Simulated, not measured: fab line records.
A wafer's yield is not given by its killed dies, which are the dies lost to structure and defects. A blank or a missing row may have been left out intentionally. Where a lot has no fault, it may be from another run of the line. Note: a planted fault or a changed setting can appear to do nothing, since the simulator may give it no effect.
fab line records ; flow n5Finfet ; part 1 of 2: steps 1 to 20 of 28
[record] lots = 5; wafers = 15; lastDay = 15
route steps=1938 shown BEOL_M2@853
lots that met no fault: from a run of the same line without faults
startH: hours from the record's opening day to when the first of the lot's shown wafers began ; waitH: hours since the lot's step before ; " identical to the entry in the row above ; L1.1+2: several wafers, shown together as one row ; - no value, or no start was given ; * or withheld: withheld ; < > ~ a bound
route shown NAME@n: a module of which the file shows steps, and the number in the route of the first ; usual: mean/standard deviation taken from wafers without a fault ; same: alike in all rows ; chamber/n: place in a boat ; sites: each site's reading ; _std_site: standard deviation of those values ; _edge_site: mean of outer sites minus mean of inner sites ; radiusMm: how far each site lies from the wafer's centre ; mask NAME#n: copy n ; behind: the tool/chamber that last shaped the wafer ; hold: what put the lot on hold/how long, in hours/how the hold closed ; device: names the non-switching transistor (n, p or np) ; end of line: the same wafers' tests at the end of the route ; step lacking rows: just its recipe ; killed: not the wafer's yield, but the dies lost to structure and defects at the first sort ; map: per-die view of a wafer (x killed, . not killed, _ where there is no die)
set.NAME: setting as actually run; set.NAME@STEP: the setting as run at that earlier step ; model.NAME: the simulator's own value behind a step, which no gauge read
a table for each step, a row for each wafer; lots at some steps of the route
services: from which hour (startH, from the record's first day; less than 0 if before it) a tool's chamber was out of use, for how many hours, and why
[[steps]]
[step N5_BEOL_M2_DEVELOP_10]
[recipe] developTimeS = 30; developer = TMAH; resist = CAR-EUV; rinseLiquid = surfactantRinse; dry = airSpin; devTempC = 23
[same] developTimeS = 30
lot.wafer;tool;chamber;startH;waitH
L074.2+4+6;lithoTrack-01;0;-;-
L075.2+4+5;lithoTrack-02;0;-;-
L076.1+4+6;lithoTrack-04;0;-;-
L078.2+3+5;lithoTrack-04;0;-;-
L079.3+5+6;lithoTrack-02;0;-;-
[step N5_BEOL_M2_CD_MEAS_11]
[recipe] targetCdNm = 16.79; landingEnergyEv = 500; detector = seInlens; polarity = opening
[usual] cdNm = 16.84/0.3
[same] landingEnergyEv = 500
lot.wafer;tool;chamber;startH;waitH;cdNm
L074.2;cdSem-01;0;148.11;-;16.61
L074.4;cdSem-01;0;148.11;-;16.62
L074.6;cdSem-01;0;148.11;-;16.69
L075.2;cdSem-01;0;154.30;-;16.84
L075.4;cdSem-01;0;154.30;-;16.81
L075.5;cdSem-01;0;154.30;-;17.15
L076.1;cdSem-03;0;154.53;-;17.22
L076.4;cdSem-03;0;154.53;-;16.59
L076.6;cdSem-03;0;154.53;-;17.03
L078.2;cdSem-02;0;165.89;-;17.25
L078.3;cdSem-02;0;165.89;-;16.76
L078.5;cdSem-02;0;165.89;-;16.88
L079.3;cdSem-01;0;166.91;-;17.32
L079.5;cdSem-01;0;166.91;-;17.32
L079.6;cdSem-01;0;166.91;-;17.17
[step N5_BEOL_M2_OVL_MEAS_12]
[recipe] pointsPerWafer = 522
[usual] M2_OVL = -0.2/0.6
lot.wafer;tool;chamber;startH;waitH;M2_OVL[nm]
L074.2;overlay-01;0;148.14;0.0;0.1
L074.4;overlay-01;0;148.14;0.0;0.7
L074.6;overlay-01;0;148.14;0.0;-0.3
L075.2;overlay-02;0;154.34;0.0;0.2
L075.4;overlay-02;0;154.34;0.0;0.6
L075.5;overlay-02;0;154.34;0.0;0.0
L076.1;overlay-02;0;154.56;0.0;0.2
L076.4;overlay-02;0;154.56;0.0;-0.7
L076.6;overlay-02;0;154.56;0.0;0.2
L078.2;overlay-01;0;165.92;0.0;0.2
L078.3;overlay-01;0;165.92;0.0;-0.9
L078.5;overlay-01;0;165.92;0.0;0.3
L079.3;overlay-02;0;166.95;0.0;0.4
L079.5;overlay-02;0;166.95;0.0;-1.4
L079.6;overlay-02;0;166.95;0.0;-0.1
[step N5_BEOL_M2_INSPECT_13]
[recipe] mode = adi; inspectInstrument = brightfield
[usual] rawDefectCount = 391/91
lot.wafer;tool;chamber;startH;waitH;rawDefectCount
L074.2;defectInspect-02;-;148.20;0.0;341
L074.4;defectInspect-02;-;148.20;0.0;325
L074.6;defectInspect-02;-;148.20;0.0;293
L075.2;defectInspect-01;-;154.39;0.0;344
L075.4;defectInspect-01;-;154.39;0.0;263
L075.5;defectInspect-01;-;154.39;0.0;291
L076.1;defectInspect-02;-;154.62;0.1;422
L076.4;defectInspect-02;-;154.62;0.1;419
L076.6;defectInspect-02;-;154.62;0.1;406
L078.2;defectInspect-02;-;165.97;0.0;259
L078.3;defectInspect-02;-;165.97;0.0;352
L078.5;defectInspect-02;-;165.97;0.0;372
L079.3;defectInspect-02;-;167.00;0.0;405
L079.5;defectInspect-02;-;167.00;0.0;393
L079.6;defectInspect-02;-;167.00;0.0;392
[step N5_BEOL_M2_DESCUM_16]
[recipe] chemistry = O2; timeS = 7; sourcePowerW = 50; biasPowerW = 20; pressureMtorr = 20; rfFrequencyHz = 2.712e+07; tempC = 40; resist = CAR-EUV; o2FlowSccm = 225
[usual] drypumpMotorCurrentA = 5.7/0.39; oesProductAu = 0.84/0.084; rfVppV = 243.2/1.7; showerheadPlenumPTorr = 2.11/0.094; throttleValvePct = 20.42/0.24
lot.wafer;tool;chamber;startH;waitH;drypumpMotorCurrentA;oesProductAu;rfHoursCounterH;rfVppV;showerheadPlenumPTorr;throttleValvePct
L074.2;rieDiel-05;0;148.23;0.0;5.5;0.80;107;241.2;1.95;20.82
L074.4;rieDiel-05;3;148.23;0.0;5.5;0.69;-;245.1;2.15;20.62
L074.6;rieDiel-05;2;148.23;0.0;5.6;0.86;-;244.8;2.23;20.42
L075.2;rieDiel-01;3;154.54;0.1;6.4;0.90;22;244.0;2.24;20.68
L075.4;rieDiel-01;0;154.54;0.1;5.6;0.91;14;241.9;2.04;20.24
L075.5;rieDiel-01;2;154.54;0.1;5.1;0.96;-;241.5;2.04;20.02
L076.1;rieDiel-05;2;154.72;0.1;5.7;0.87;45;243.9;2.23;20.40
L076.4;rieDiel-05;3;154.72;0.1;5.5;0.70;231;243.9;2.15;20.63
L076.6;rieDiel-05;1;154.72;0.1;5.6;0.98;-;242.7;2.05;20.21
L078.2;rieDiel-01;3;166.09;0.1;6.5;0.89;27;246.1;2.24;20.69
L078.3;rieDiel-01;0;166.09;0.1;5.7;0.90;18;243.3;2.03;20.26
L078.5;rieDiel-01;2;166.09;0.1;5.1;0.94;-;242.8;2.04;20.00
L079.3;rieDiel-05;1;167.07;0.1;5.6;0.94;5;241.7;2.05;20.20
L079.5;rieDiel-05;2;167.07;0.1;5.6;0.86;-;244.9;2.23;20.41
L079.6;rieDiel-05;1;167.07;0.1;5.6;0.95;-;241.1;2.05;20.23
[step N5_BEOL_M2_ETCH_74]
[recipe] chemistry = N2/H2; target = underlayer; targetDepthA = 65; maskMaterial = CAR-EUV; timeS = 5.2; ionEnergyEv = 200; pressureMtorr = 30; sourceW = 840; biasW = 150; n2FlowSccm = 200; h2FlowSccm = 200; ends = cleared
[usual] drypumpMotorCurrentA = 5.7/0.39; etchRfOnTimeS = 5.14/0.14; n2FlowSccm = 199.9/0.59; oesProductAu = 0.72/0.074; rfVppV = 524/3.3; showerheadPlenumPTorr = 2.56/0.11; throttleValvePct = 17.81/0.25
lot.wafer;tool;chamber;startH;waitH;drypumpMotorCurrentA;etchRfOnTimeS;n2FlowSccm;oesProductAu;rfHoursCounterH;rfVppV;showerheadPlenumPTorr;throttleValvePct
L074.2;rieDiel-05;0;148.26;0.0;5.6;5.25;199.7;0.67;107;520;2.37;18.23
L074.4;rieDiel-05;3;148.26;0.0;5.5;5.02;200.3;0.60;-;526;2.63;18.08
L074.6;rieDiel-05;2;148.26;0.0;5.7;5.24;199.6;0.74;-;529;2.68;17.64
L075.2;rieDiel-01;3;154.58;0.0;6.5;4.99;200.4;0.77;22;529;2.70;17.86
L075.4;rieDiel-01;0;154.58;0.0;5.6;5.38;200.0;0.76;14;522;2.50;17.77
L075.5;rieDiel-01;2;154.58;0.0;5.1;5.07;200.4;0.82;-;522;2.48;17.28
L076.1;rieDiel-05;2;154.75;0.0;5.6;5.25;200.6;0.73;45;526;2.67;17.63
L076.4;rieDiel-05;3;154.75;0.0;5.5;5.00;200.0;0.60;231;528;2.62;18.08
L076.6;rieDiel-05;1;154.75;0.0;5.5;5.22;199.2;0.82;-;523;2.51;17.76
L078.2;rieDiel-01;3;166.12;0.0;6.5;5.00;200.5;0.78;27;528;2.70;17.86
L078.3;rieDiel-01;0;166.12;0.0;5.6;5.33;200.9;0.77;18;523;2.50;17.77
L078.5;rieDiel-01;2;166.12;0.0;5.1;5.05;199.7;0.82;-;524;2.48;17.31
L079.3;rieDiel-05;1;167.10;0.0;5.6;5.35;199.4;0.80;5;521;2.50;17.76
L079.5;rieDiel-05;2;167.10;0.0;5.6;5.25;199.7;0.73;-;529;2.67;17.64
L079.6;rieDiel-05;1;167.10;0.0;5.6;5.28;200.0;0.80;-;524;2.50;17.76
[step N5_BEOL_M2_ETCH_63]
[recipe] chemistry = CF4; target = SiARC; targetDepthA = 156; maskMaterial = CAR-EUV; timeS = 26; ionEnergyEv = 80; pressureMtorr = 40; sourceW = 545; biasW = 36; Ar_flow_sccm = 100; cf4FlowSccm = 100; ends = cleared
[usual] drypumpMotorCurrentA = 5.7/0.39; etchRfOnTimeS = 25.7/0.7; oesProductAu = 0.72/0.074; rfVppV = 184.3/1.4; showerheadPlenumPTorr = 2.15/0.094; throttleValvePct = 15.56/0.22
lot.wafer;tool;chamber;startH;waitH;drypumpMotorCurrentA;etchRfOnTimeS;oesProductAu;rfHoursCounterH;rfVppV;showerheadPlenumPTorr;throttleValvePct
L074.2;rieDiel-05;0;148.28;0.0;5.6;26.0;0.68;107;181.8;1.98;15.83
L074.4;rieDiel-05;3;148.28;0.0;5.5;24.8;0.61;-;185.6;2.21;15.98
L074.6;rieDiel-05;2;148.28;0.0;5.7;26.4;0.73;-;184.1;2.26;15.42
L075.2;rieDiel-01;3;154.59;0.0;6.5;25.2;0.79;22;186.1;2.29;15.80
L075.4;rieDiel-01;0;154.59;0.0;5.6;26.3;0.78;14;181.6;2.10;15.47
L075.5;rieDiel-01;2;154.59;0.0;5.1;25.2;0.83;-;183.3;2.10;15.25
L076.1;rieDiel-05;2;154.77;0.0;5.7;26.2;0.74;45;185.6;2.26;15.44
L076.4;rieDiel-05;3;154.77;0.0;5.5;25.3;0.60;231;185.0;2.21;15.96
L076.6;rieDiel-05;1;154.77;0.0;5.6;26.4;0.83;-;183.6;2.12;15.44
L078.2;rieDiel-01;3;166.14;0.0;6.5;24.5;0.79;27;187.1;2.29;15.81
L078.3;rieDiel-01;0;166.14;0.0;5.6;26.2;0.77;18;183.7;2.10;15.49
L078.5;rieDiel-01;2;166.14;0.0;5.1;25.3;0.81;-;183.3;2.10;15.25
L079.3;rieDiel-05;1;167.12;0.0;5.6;26.3;0.81;5;184.0;2.12;15.44
L079.5;rieDiel-05;2;167.12;0.0;5.7;26.1;0.73;-;185.7;2.26;15.44
L079.6;rieDiel-05;1;167.12;0.0;5.5;26.3;0.81;-;181.9;2.12;15.45
[step N5_BEOL_M2_ETCH_64]
[recipe] chemistry = N2/H2; target = SOC; targetDepthA = 750; overetchA = 225; maskMaterial = SiARC; tempC = 40; timeS = 121.9; ionEnergyEv = 200; pressureMtorr = 30; sourceW = 840; biasW = 150; n2FlowSccm = 200; h2FlowSccm = 200
[usual] drypumpMotorCurrentA = 5.7/0.39; n2FlowSccm = 200.0/0.56; oesProductAu = 0.64/0.063; rfVppV = 524/3.3; showerheadPlenumPTorr = 2.56/0.11; throttleValvePct = 17.77/0.25
lot.wafer;tool;chamber;startH;waitH;drypumpMotorCurrentA;n2FlowSccm;oesProductAu;rfHoursCounterH;rfVppV;showerheadPlenumPTorr;throttleValvePct
L074.2;rieDiel-05;0;148.31;0.0;5.5;199.1;0.61;107;518;2.37;18.21
L074.4;rieDiel-05;3;148.31;0.0;5.5;199.4;0.53;-;527;2.63;18.01
L074.6;rieDiel-05;2;148.31;0.0;5.7;200.2;0.66;-;527;2.68;17.58
L075.2;rieDiel-01;3;154.62;0.0;6.5;199.4;0.68;22;528;2.70;17.80
L075.4;rieDiel-01;0;154.62;0.0;5.7;200.0;0.69;14;523;2.50;17.74
L075.5;rieDiel-01;2;154.62;0.0;5.1;199.7;0.72;-;523;2.48;17.27
L076.1;rieDiel-05;2;154.80;0.0;5.6;199.8;0.66;45;529;2.67;17.58
L076.4;rieDiel-05;3;154.80;0.0;5.5;199.9;0.53;231;525;2.63;18.04
L076.6;rieDiel-05;1;154.80;0.0;5.6;200.4;0.74;-;522;2.51;17.73
L078.2;rieDiel-01;3;166.17;0.0;6.6;200.8;0.69;27;529;2.70;17.82
L078.3;rieDiel-01;0;166.17;0.0;5.6;200.1;0.69;18;522;2.50;17.75
L078.5;rieDiel-01;2;166.17;0.0;5.1;200.7;0.70;-;522;2.48;17.29
L079.3;rieDiel-05;1;167.15;0.0;5.6;201.0;0.72;5;522;2.50;17.72
L079.5;rieDiel-05;2;167.15;0.0;5.7;199.8;0.65;-;528;2.67;17.57
L079.6;rieDiel-05;1;167.15;0.0;5.6;199.6;0.72;-;523;2.50;17.72
[step N5_BEOL_M2_STRIP_65]
[recipe] chemistry = N2/H2; tempC = 40; n2FlowSccm = 200; h2FlowSccm = 200; rfFrequencyHz = 6e+07
lot.wafer;tool;chamber;startH;waitH
L074.2+4+6;rieDiel-05;0,3,2;148.42;0.1
L075.2+4+5;rieDiel-01;3,0,2;154.73;0.1
L076.1+4+6;rieDiel-05;2,3,1;154.91;0.1
L078.2+3+5;rieDiel-01;3,0,2;166.28;0.1
L079.3+5+6;rieDiel-05;1,2,1;167.26;0.1
[step N5_BEOL_M2_STRIP_75]
[recipe] chemistry = N2/H2; tempC = 40; n2FlowSccm = 200; h2FlowSccm = 200; rfFrequencyHz = 6e+07
lot.wafer;tool;chamber;startH;waitH
L074.2+4+6;rieDiel-05;0,3,2;148.43;0.0
L075.2+4+5;rieDiel-01;3,0,2;154.74;0.0
L076.1+4+6;rieDiel-05;2,3,1;154.92;0.0
L078.2+3+5;rieDiel-01;3,0,2;166.29;0.0
L079.3+5+6;rieDiel-05;1,2,1;167.27;0.0
[step N5_BEOL_M2_STRIP_66]
[recipe] chemistry = CF4; resist = SiARC; powerW = 300; biasPowerW = 75; pressureMtorr = 50; cf4FlowSccm = 150; rfFrequencyHz = 6e+07
[usual] drypumpMotorCurrentA = 5.7/0.39; oesProductAu = 0.83/0.081; powerW = 300.0/0.83; rfVppV = 271.3/1.8; showerheadPlenumPTorr = 1.81/0.079; throttleValvePct = 13.52/0.22
lot.wafer;tool;chamber;startH;waitH;drypumpMotorCurrentA;oesProductAu;powerW;rfHoursCounterH;rfVppV;showerheadPlenumPTorr;throttleValvePct
L074.2;rieDiel-05;0;148.44;0.0;5.6;0.79;299.7;107;268.5;1.66;13.77
L074.4;rieDiel-05;3;148.44;0.0;5.5;0.69;299.9;-;273.1;1.85;13.98
L074.6;rieDiel-05;2;148.44;0.0;5.6;0.86;298.5;-;272.9;1.90;13.44
L075.2;rieDiel-01;3;154.75;0.0;6.5;0.89;299.8;22;273.2;1.92;13.69
L075.4;rieDiel-01;0;154.75;0.0;5.6;0.90;299.1;14;270.3;1.76;13.40
L075.5;rieDiel-01;2;154.75;0.0;5.1;0.95;300.6;-;271.0;1.77;13.22
L076.1;rieDiel-05;2;154.93;0.0;5.6;0.85;299.9;45;272.9;1.90;13.43
L076.4;rieDiel-05;3;154.93;0.0;5.5;0.69;301.7;231;271.7;1.85;13.97
L076.6;rieDiel-05;1;154.93;0.0;5.6;0.97;300.7;-;271.0;1.77;13.35
L078.2;rieDiel-01;3;166.30;0.0;6.4;0.89;299.8;27;273.2;1.92;13.70
L078.3;rieDiel-01;0;166.30;0.0;5.6;0.89;299.7;18;271.3;1.76;13.41
L078.5;rieDiel-01;2;166.30;0.0;5.1;0.92;300.7;-;270.0;1.76;13.25
L079.3;rieDiel-05;1;167.28;0.0;5.6;0.94;300.0;5;270.6;1.77;13.35
L079.5;rieDiel-05;2;167.28;0.0;5.7;0.85;299.4;-;274.0;1.90;13.44
L079.6;rieDiel-05;1;167.28;0.0;5.6;0.94;299.9;-;271.0;1.77;13.36
[step N5_BEOL_M2_HM_OPEN_17]
[recipe] chemistry = Cl2/BCl3; targetDepthA = 200; overetchA = 60; target = TiN; maskMaterial = SOC; ionEnergyEv = 150; pressureMtorr = 10; icpW = 1000; biasW = 126; Cl2_flow_sccm = 53.25; bcl3FlowSccm = 21.75; Ar_flow_sccm = 25
[usual] drypumpMotorCurrentA = 5.6/0.35; oesProductAu = 0.59/0.042; throttleValvePct = 22.3/0.31
lot.wafer;tool;chamber;startH;waitH;drypumpMotorCurrentA;oesProductAu;rfHoursCounterH;throttleValvePct
L074.2;rieMetal-01;1;148.48;0.0;5.3;0.62;57;22.0
L074.4;rieMetal-01;1;148.48;0.0;5.3;0.62;-;22.0
L074.6;rieMetal-01;0;148.48;0.0;5.6;0.56;-;22.3
L075.2;rieMetal-01;0;154.79;0.0;5.6;0.57;82;22.3
L075.4;rieMetal-01;0;154.79;0.0;5.6;0.57;-;22.3
L075.5;rieMetal-01;1;154.79;0.0;5.3;0.61;-;22.0
L076.1;rieMetal-03;0;154.97;0.0;5.3;0.56;105;22.5
L076.4;rieMetal-03;1;154.97;0.0;6.0;0.67;-;22.1
L076.6;rieMetal-03;1;154.97;0.0;6.0;0.68;-;22.1
L078.2;rieMetal-01;1;166.34;0.0;5.3;0.61;59;22.0
L078.3;rieMetal-01;0;166.34;0.0;5.6;0.56;-;22.3
L078.5;rieMetal-01;0;166.34;0.0;5.6;0.56;-;22.3
L079.3;rieMetal-01;1;167.35;0.1;5.3;0.61;-;21.9
L079.5;rieMetal-01;0;167.35;0.1;5.6;0.57;-;22.3
L079.6;rieMetal-01;1;167.35;0.1;5.3;0.61;-;22.0
[step N5_BEOL_M2_STRIP_19]
[recipe] chemistry = O2; powerW = 400; tempC = 40; pressureMtorr = 30; rfFrequencyHz = 6e+07; biasPowerW = 0; overashFraction = 0.2; o2FlowSccm = 225
[usual] drypumpMotorCurrentA = 5.65/0.27; oesProductAu = 0.84/0.082; rfVppV = 3.6/0.48; showerheadPlenumPTorr = 2.12/0.1; throttleValvePct = 16.68/0.23
[same] overashFraction = 0.2
lot.wafer;tool;chamber;startH;waitH;drypumpMotorCurrentA;oesProductAu;rfHoursCounterH;rfVppV;showerheadPlenumPTorr;throttleValvePct
L074.2;rieDiel-05;3;148.59;0.1;5.53;0.70;229;3.4;2.16;16.93
L074.4;rieDiel-05;0;148.59;0.1;5.53;0.78;-;3.2;1.95;17.02
L074.6;rieDiel-05;3;148.59;0.1;5.49;0.70;-;3.5;2.16;16.93
L075.2;rieDiel-05;2;154.95;0.1;5.62;0.86;45;3.3;2.24;16.57
L075.4;rieDiel-05;3;154.95;0.1;5.52;0.70;231;4.0;2.15;16.94
L075.5;rieDiel-05;2;154.95;0.1;5.58;0.87;-;4.3;2.24;16.59
L076.1;rieDiel-05;0;155.31;0.3;5.52;0.79;109;3.1;1.95;17.02
L076.4;rieDiel-05;2;155.31;0.3;5.67;0.87;45;3.0;2.24;16.57
L076.6;rieDiel-05;2;155.31;0.3;5.72;0.86;-;3.6;2.24;16.60
L078.2;rieDiel-05;1;166.66;0.3;5.59;0.94;5;3.9;2.05;16.42
L078.3;rieDiel-05;0;166.66;0.3;5.52;0.80;113;3.5;1.95;17.02
L078.5;rieDiel-05;0;166.66;0.3;5.52;0.79;-;3.4;1.95;17.01
L079.3;rieDiel-05;0;167.47;0.1;5.53;0.79;113;4.5;1.95;17.03
L079.5;rieDiel-05;2;167.47;0.1;5.67;0.86;-;3.5;2.23;16.61
L079.6;rieDiel-05;1;167.47;0.1;5.53;0.94;-;4.0;2.05;16.44
[step N5_BEOL_M2_CD_MEAS_18]
[recipe] pitchNm = 36; targetCdNm = 18
[usual] cdNm = 18.0/0.34
lot.wafer;tool;chamber;startH;waitH;cdNm
L074.2;cdSem-02;-;148.67;0.1;18.1
L074.4;cdSem-02;-;148.67;0.1;17.9
L074.6;cdSem-02;-;148.67;0.1;18.0
L075.2;cdSem-01;-;155.02;0.1;18.6
L075.4;cdSem-01;-;155.02;0.1;18.1
L075.5;cdSem-01;-;155.02;0.1;18.1
L076.1;cdSem-01;-;155.38;0.0;18.2
L076.4;cdSem-01;-;155.38;0.0;18.4
L076.6;cdSem-01;-;155.38;0.0;18.6
L078.2;cdSem-02;-;166.73;0.1;18.2
L078.3;cdSem-02;-;166.73;0.1;18.1
L078.5;cdSem-02;-;166.73;0.1;17.9
L079.3;cdSem-02;-;167.55;0.1;17.7
L079.5;cdSem-02;-;167.55;0.1;17.6
L079.6;cdSem-02;-;167.55;0.1;17.8
[step N5_BEOL_M2_COAT_67]
[recipe] resist = SOC; tempC = 250; timeS = 60; spinRpm = 1500; resistThkNm = 60
[usual] heaterPowerTotalW = 500.3/1.8
lot.wafer;tool;chamber;startH;waitH;heaterPowerTotalW
L074.2;lithoTrack-01;0;148.70;0.0;499.0
L074.4;lithoTrack-01;0;148.70;0.0;497.9
L074.6;lithoTrack-01;0;148.70;0.0;502.7
L075.2;lithoTrack-01;0;155.06;0.0;498.7
L075.4;lithoTrack-01;0;155.06;0.0;498.2
L075.5;lithoTrack-01;0;155.06;0.0;503.4
L076.1;lithoTrack-04;0;155.42;0.0;498.8
L076.4;lithoTrack-04;0;155.42;0.0;502.9
L076.6;lithoTrack-04;0;155.42;0.0;503.2
L078.2;lithoTrack-02;0;166.77;0.0;499.0
L078.3;lithoTrack-02;0;166.77;0.0;501.8
L078.5;lithoTrack-02;0;166.77;0.0;500.9
L079.3;lithoTrack-02;0;167.58;0.0;498.2
L079.5;lithoTrack-02;0;167.58;0.0;500.2
L079.6;lithoTrack-02;0;167.58;0.0;499.6
[step N5_BEOL_M2_COAT_68]
[recipe] resist = SiARC; tempC = 220; timeS = 60; spinRpm = 1500; resistThkNm = 12
[usual] heaterPowerTotalW = 427.6/2.1
lot.wafer;tool;chamber;startH;waitH;heaterPowerTotalW
L074.2;lithoTrack-01;0;-;-;426.8
L074.4;lithoTrack-01;0;-;-;425.8
L074.6;lithoTrack-01;0;-;-;430.9
L075.2;lithoTrack-01;0;-;-;429.5
L075.4;lithoTrack-01;0;-;-;426.3
L075.5;lithoTrack-01;0;-;-;429.0
L076.1;lithoTrack-04;0;-;-;430.3
L076.4;lithoTrack-04;0;-;-;427.5
L076.6;lithoTrack-04;0;-;-;430.5
L078.2;lithoTrack-02;0;-;-;426.0
L078.3;lithoTrack-02;0;-;-;427.7
L078.5;lithoTrack-02;0;-;-;424.7
L079.3;lithoTrack-02;0;-;-;424.2
L079.5;lithoTrack-02;0;-;-;430.8
L079.6;lithoTrack-02;0;-;-;424.5
[step N5_BEOL_M2_COAT_76]
[recipe] resist = underlayer; tempC = 205; timeS = 60; spinRpm = 1500; resistThkNm = 5
[usual] heaterPowerTotalW = 391.7/1.4
lot.wafer;tool;chamber;startH;waitH;heaterPowerTotalW
L074.2;lithoTrack-01;0;-;-;389.8
L074.4;lithoTrack-01;0;-;-;391.7
L074.6;lithoTrack-01;0;-;-;393.5
L075.2;lithoTrack-01;0;-;-;390.1
L075.4;lithoTrack-01;0;-;-;392.6
L075.5;lithoTrack-01;0;-;-;391.3
L076.1;lithoTrack-04;0;-;-;392.3
L076.4;lithoTrack-04;0;-;-;393.1
L076.6;lithoTrack-04;0;-;-;394.0
L078.2;lithoTrack-02;0;-;-;392.4
L078.3;lithoTrack-02;0;-;-;392.4
L078.5;lithoTrack-02;0;-;-;393.7
L079.3;lithoTrack-02;0;-;-;392.4
L079.5;lithoTrack-02;0;-;-;394.0
L079.6;lithoTrack-02;0;-;-;392.0
[step N5_BEOL_M2_COAT_22]
[recipe] resist = CAR-EUV; spinRpm = 1500; resistThkNm = 30
lot.wafer;tool;chamber;startH;waitH
L074.2+4+6;lithoTrack-01;0;-;-
L075.2+4+5;lithoTrack-01;0;-;-
L076.1+4+6;lithoTrack-04;0;-;-
L078.2+3+5;lithoTrack-02;0;-;-
L079.3+5+6;lithoTrack-02;0;-;-
[step N5_BEOL_M2_EBR_24]
[recipe] solvent = PGMEA; ebrWidthMm = 1.5
lot.wafer;tool;chamber;startH;waitH
L074.2+4+6;lithoTrack-01;0;-;-
L075.2+4+5;lithoTrack-01;0;-;-
L076.1+4+6;lithoTrack-04;0;-;-
L078.2+3+5;lithoTrack-02;0;-;-
L079.3+5+6;lithoTrack-02;0;-;-
[step N5_BEOL_M2_SOFTBAKE_23]
[recipe] tempC = 110; timeS = 60; resist = CAR-EUV
[usual] heaterPowerTotalW = 175.3/1.6
lot.wafer;tool;chamber;startH;waitH;heaterPowerTotalW
L074.2;lithoTrack-01;0;-;-;174.7
L074.4;lithoTrack-01;0;-;-;175.8
L074.6;lithoTrack-01;0;-;-;176.8
L075.2;lithoTrack-01;0;-;-;173.0
L075.4;lithoTrack-01;0;-;-;175.2
L075.5;lithoTrack-01;0;-;-;174.7
L076.1;lithoTrack-04;0;-;-;173.0
L076.4;lithoTrack-04;0;-;-;177.4
L076.6;lithoTrack-04;0;-;-;176.2
L078.2;lithoTrack-02;0;-;-;174.9
L078.3;lithoTrack-02;0;-;-;173.0
L078.5;lithoTrack-02;0;-;-;173.5
L079.3;lithoTrack-02;0;-;-;176.1
L079.5;lithoTrack-02;0;-;-;173.9
L079.6;lithoTrack-02;0;-;-;173.0
